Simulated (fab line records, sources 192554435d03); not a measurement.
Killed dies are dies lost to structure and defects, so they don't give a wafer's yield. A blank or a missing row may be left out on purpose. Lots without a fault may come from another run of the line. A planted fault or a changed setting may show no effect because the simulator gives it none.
Chamber matching | flow n5_finfet | N5_ILD0_LINER_00 on ald_sin-03: 4 sister chambers
The step material SiNx, target thk 4 nm, pulse time 1 s, purge time 2 s. 4 wafers are shown with their chamber, then 11 later ones without.

WAFERS WITH THEIR CHAMBER
wafer  | chamber | heater_power_w (W)
L084.1 | 2       | 826
L086.6 | 3       | 770
L085.3 | 1       | 949
L088.1 | 0       | 733

WAFERS WITHOUT THEIR CHAMBER
wafer  | heater_power_w (W)
L088.3 | 775
L088.4 | 913
L089.1 | 720
L089.3 | 946
L089.6 | 931
L092.1 | 810
L092.2 | 752
L092.3 | 940
L093.1 | 719
L093.2 | 942
L093.4 | 786

WHICH CHAMBER EACH WENT THROUGH
wafer  | from the rows above     | in truth
L088.3 | 3                       | 3
L088.4 | 1                       | 1
L089.1 | 0                       | 0
L089.3 | 1                       | 1
L089.6 | 1                       | 1
L092.1 | can't be placed: 2 or 3 | 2
L092.2 | can't be placed: 3 or 0 | 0
L092.3 | 1                       | 1
L093.1 | 0                       | 0
L093.2 | 1                       | 1
L093.4 | can't be placed: 3 or 2 | 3
Placed correctly: 8 of 11. Can't be placed from these rows: 3 (the true chamber is among the candidates in 3). Placed wrongly: 0.
How it was worked out, from the rows above alone: a wafer's distance from a chamber is the root of the sum, over the readings, of the square of ((its reading less the chamber's mean) divided by the reading's scatter). The wafer belongs to the nearest chamber; if the next one is less than 2 further off, it can't be placed. A chamber's mean is the mean of its shown wafers. The scatter: with one shown wafer a chamber, the root of the mean of the squares of how far each hidden wafer lies from its nearest shown one.
